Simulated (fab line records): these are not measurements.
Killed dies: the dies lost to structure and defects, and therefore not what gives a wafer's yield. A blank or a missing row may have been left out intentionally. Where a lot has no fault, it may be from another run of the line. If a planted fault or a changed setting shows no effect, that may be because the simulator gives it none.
Check of tool commonality | flow nandHarc | Sampled: 12 lots, 39 wafers

## REASON FOR OPENING
At NHARC_P_GATE_CD_MEAS_59 the reading cdNm is flagged on 1 of 12 lots. No-fault wafers: 720.2 nm, standard deviation 1.2.
Rule: a lot is flagged in two cases, either no wafer of it has a number, or all its wafers with numbers fall more than 4 standard deviations from that mean. All remaining lots are regarded as sound.

lot  | measured     | on       | cdNm (nm), wafer by wafer           | flag
L128 | day 5 16:20  | cdSem-03 | 717.6 721.3 718.7                   | 
L129 | day 5 22:34  | cdSem-02 | 719.8 721.4 719.6                   | 
L130 | day 6 09:58  | cdSem-03 | 722.0 720.9 721.9                   | 
L131 | day 6 23:49  | cdSem-01 | 720.2 720.1 718.5                   | 
L132 | day 7 09:00  | cdSem-01 | 719.4 719.4 719.1                   | 
L135 | day 8 17:17  | cdSem-01 | 718.8 719.8 721.0                   | 
L136 | day 8 19:43  | cdSem-01 | 731.8 733.0 732.7 731.6 733.2 733.1 | FLAGGED
L137 | day 9 08:17  | cdSem-02 | 719.8 720.5 719.3                   | 
L138 | day 9 14:55  | cdSem-01 | 719.3 719.9 719.1                   | 
L143 | day 11 18:06 | cdSem-02 | 719.8 717.8 719.1                   | 
L147 | day 13 17:02 | cdSem-02 | 719.8 720.0 721.6                   | 
L150 | day 14 18:53 | cdSem-02 | 721.3 722.6 724.5                   | 
Average over the flagged lots: 732.6 nm; offset from the usual +12.4 nm, equal to +10 standard deviations.

## TOOL THAT RAN EACH LOT
Before the reading, the record contains 2 process steps out of a 1302-step route. In each cell: the tool, then ch and the chambers that the sampled wafers went through, then the start.
lot  | flag    | NHARC_P_GATE_DESCUM_31            | NHARC_P_GATE_EXPOSE_56
L128 |         | rieDiel-02 ch 0,2, day 5 02:49    | krfScanner-03 ch 0, day 5 16:11
L129 |         | rieDiel-13 ch 2,3, day 5 08:53    | krfScanner-01 ch 0, day 5 22:25
L130 |         | rieDiel-13 ch 0,2,3, day 5 20:23  | krfScanner-03 ch 0, day 6 09:48
L131 |         | rieDiel-13 ch 1,2, day 6 10:23    | krfScanner-03 ch 0, day 6 23:40
L132 |         | rieDiel-02 ch 1,2, day 6 19:16    | krfScanner-02 ch 0, day 7 08:51
L135 |         | rieDiel-05 ch 1,2, day 8 03:42    | krfScanner-01 ch 0, day 8 17:08
L136 | FLAGGED | rieDiel-02 ch 0,1,2, day 8 03:58  | krfScanner-02 ch 0, day 8 19:33
L137 |         | rieDiel-02 ch 0,1,2, day 8 18:47  | krfScanner-02 ch 0, day 9 08:07
L138 |         | rieDiel-02 ch 1,3, day 9 00:17    | krfScanner-01 ch 0, day 9 14:46
L143 |         | rieDiel-13 ch 0,2,3, day 11 04:08 | krfScanner-02 ch 0, day 11 17:56
L147 |         | rieDiel-02 ch 0,1, day 13 01:22   | krfScanner-01 ch 0, day 13 16:53
L150 |         | rieDiel-02 ch 0,1,2, day 14 05:27 | krfScanner-02 ch 0, day 14 18:44
What is done by these steps:
- NHARC_P_GATE_DESCUM_31: chemistry O2, time 3 s.
- NHARC_P_GATE_EXPOSE_56: exposes mask P PSD, target cd 720 nm.
- NHARC_P_GATE_CD_MEAS_59: target cd 720 nm.

## FLAGGED OVER TOTAL, TOOL BY TOOL (the gauges that took the reading come last)
step                    | tool          | lots run | flagged | share of the flagged lots | sound lots run after its first flagged lot
NHARC_P_GATE_DESCUM_31  | rieDiel-02    | 7        | 1       | all                       | 4 (L137,L138,L147,L150)
NHARC_P_GATE_DESCUM_31  | rieDiel-05    | 1        | 0       | none                      | -
NHARC_P_GATE_DESCUM_31  | rieDiel-13    | 4        | 0       | none                      | -
NHARC_P_GATE_EXPOSE_56  | krfScanner-01 | 4        | 0       | none                      | -
NHARC_P_GATE_EXPOSE_56  | krfScanner-02 | 5        | 1       | all                       | 3 (L137,L143,L150)
NHARC_P_GATE_EXPOSE_56  | krfScanner-03 | 3        | 0       | none                      | -
NHARC_P_GATE_CD_MEAS_59 | cdSem-01      | 5        | 1       | all                       | 1 (L138)
NHARC_P_GATE_CD_MEAS_59 | cdSem-02      | 5        | 0       | none                      | -
NHARC_P_GATE_CD_MEAS_59 | cdSem-03      | 2        | 0       | none                      | -

## WHAT IS ALLOWED BY THE TABLE
3 rows of the table ran every flagged lot: rieDiel-02 at NHARC_P_GATE_DESCUM_31, krfScanner-02 at NHARC_P_GATE_EXPOSE_56, cdSem-01 at NHARC_P_GATE_CD_MEAS_59.
- rieDiel-02 at NHARC_P_GATE_DESCUM_31 ran 7 lots, 1 of them flagged. Lots that were sound ran on it after the first flagged one (L137, L138, L147, L150); a persistent fault on the entire tool would not allow that.
- krfScanner-02 at NHARC_P_GATE_EXPOSE_56 ran 5 lots, 1 of them flagged. Lots that were sound ran on it after the first flagged one (L137, L143, L150); a persistent fault on the entire tool would not allow that.
- cdSem-01 at NHARC_P_GATE_CD_MEAS_59 ran 5 lots, 1 of them flagged. Lots that were sound ran on it after the first flagged one (L138); a persistent fault on the entire tool would not allow that.
None of the table's rows ran every flagged lot and, after the first, no sound lot.

## WHAT THE SIMULATOR HAD INSERTED
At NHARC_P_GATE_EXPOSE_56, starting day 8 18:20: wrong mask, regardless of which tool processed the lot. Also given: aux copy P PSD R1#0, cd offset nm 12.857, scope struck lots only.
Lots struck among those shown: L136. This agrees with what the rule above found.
